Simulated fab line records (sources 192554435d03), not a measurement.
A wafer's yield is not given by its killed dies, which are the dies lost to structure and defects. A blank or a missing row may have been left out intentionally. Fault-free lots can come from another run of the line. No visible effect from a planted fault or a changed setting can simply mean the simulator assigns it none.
Comparing a struck lot with a sound one ; flow n5_finfet ; 35 steps out of a route of 1938
Sound: wafers L535.2, L535.3, L535.5. Struck: wafers L533.1, L533.4. (L533.5 of the same lot was not struck and is left out.) The cause comes at the end.
For every step that has rows: the tool of each side, followed by ch and its chambers, followed by its first start. Under that, the readings that differ: sound wafers ; struck wafers ; difference of the means ; sigmas: that difference in standard deviations of wafers without a fault.
alike: readings whose means differ by less than 2 such deviations, and words and numbers that are the same on both sides. not compared: withheld readings, readings that some wafer has no value for, bounds like >300 that may hide the same value, and numbers for which the record gives no deviation and whose values overlap.
Wherever a step has rows on one side only, a row that says differs or no value, or a row with sigmas, the two part there. Numbers that don't overlap but have no deviation are shown without sigmas and don't part them. Lack of a reading on every wafer of one side parts them only where that side has two or more wafers.

first, 8 steps without rows for these wafers: N5_BEOL_M9_SPUTTER_48 (material Cu, target thk 12 nm, time 2 s); N5_BEOL_M9_ECD_50 (material Cu, target thk 318 nm); N5_BEOL_M9_ANNEAL_51 (time 90 s); N5_BEOL_M9_CMP_52 (polishes, stops on SiCOH lowk, t overpolish 7 s, target thk 140 nm); N5_BEOL_M9_PRE_CLEAN_55 (time 15 s); N5_BEOL_M9_DEP_56 (deposits SiCN from 3MS/NH3, target thk 15 nm, time 26.5 s); N5_BEOL_M10_ILD_DEP_00 (deposits SiCOH lowk from DEMS/porogen, target thk 308.51 nm, time 58 s); N5_BEOL_M10_CURE_71 (cures SiCOH lowk, time 240 s).
N5_BEOL_M10_PECVD_70: deposits SiO2 from TEOS/O2, target thk 20 nm, time 22.7 s.
  sound on pecvd-01 ch 1,2, day 16 06:41; struck on pecvd-03 ch 0,2, day 15 21:32
reading;sound;struck;difference;sigmas
model.SiO2_of_BEOL_M10_PECVD_70.thk_nm (nm);20 19.4 20.2;14.6 15;-5.1;
  alike: heater_power_w, showerhead_plenum_p_Torr, throttle_valve_pct
  not compared: since_wet_clean_h
then, 24 steps without rows for these wafers: N5_BEOL_M10_HM_DEP_02 (deposits TiN, target thk 20 nm); N5_BEOL_M10_COAT_59 (time 60 s, resist thk 100 nm); N5_BEOL_M10_COAT_60 (time 60 s, resist thk 30 nm); N5_BEOL_M10_COAT_05 (resist thk 90 nm); N5_BEOL_M10_EBR_07; N5_BEOL_M10_SOFTBAKE_06 (time 60 s); N5_BEOL_M10_EXPOSE_08 (exposes mask M10); N5_BEOL_M10_PEB_09 (peb time 60 s); N5_BEOL_M10_DEVELOP_10 (develop time 30 s); N5_BEOL_M10_DESCUM_16 (chemistry O2, time 7.9 s); N5_BEOL_M10_ETCH_61 (etches SiARC in CF4, target depth 39 nm, time 65 s); N5_BEOL_M10_ETCH_62 (etches SOC in N2/H2, target depth 110 nm, overetch 22 nm, time 165 s); N5_BEOL_M10_STRIP_68 (strips in N2/H2); N5_BEOL_M10_STRIP_67 (strips in CF4); N5_BEOL_M10_HM_OPEN_17 (chemistry Cl2/BCl3, target TiN, target depth 20 nm, overetch 6 nm); N5_BEOL_M10_STRIP_19 (strips in O2); N5_BEOL_M10_COAT_63 (time 60 s, resist thk 100 nm); N5_BEOL_M10_COAT_64 (time 60 s, resist thk 30 nm); N5_BEOL_M10_COAT_22 (resist thk 90 nm); N5_BEOL_M10_EBR_24; N5_BEOL_M10_SOFTBAKE_23 (time 60 s); N5_BEOL_M10_EXPOSE_25 (exposes mask V9); N5_BEOL_M10_PEB_26 (peb time 60 s); N5_BEOL_M10_DEVELOP_27 (develop time 30 s).
N5_BEOL_M10_HM_STRIP_39: strips TiN in peroxide tin strip, target depth 25 nm, time 158 s.
  sound on wet_bench-02 ch 0,2,6, day 16 10:14; struck on wet_bench-05 ch 0,1, day 16 05:14
reading;sound;struck;difference;sigmas
model.SiO2_of_BEOL_M10_PECVD_70.thk_nm (nm);19.8 19.4 20;14.4 14.8;-5.1;
  alike: bath_heat_duty_pct
N5_BEOL_M10_CMP_52: polishes, stops on SiCOH lowk, t overpolish 7 s, target thk 140 nm.
  sound on cmp-01 ch 1,2,3, day 16 12:26; struck on cmp-02 ch 0,3, day 16 07:45
reading;sound;struck;difference;sigmas
barrier_field_endpoint_s (s);29.1 29.4 29.6;22.5 22.5;-6.9;-11
  alike: motor_current_A
  not compared: pad_life_wafers

## WHERE THEY PART
Only at N5_BEOL_M10_CMP_52, as far as this record shows.

WHY: the cause the simulator had injected
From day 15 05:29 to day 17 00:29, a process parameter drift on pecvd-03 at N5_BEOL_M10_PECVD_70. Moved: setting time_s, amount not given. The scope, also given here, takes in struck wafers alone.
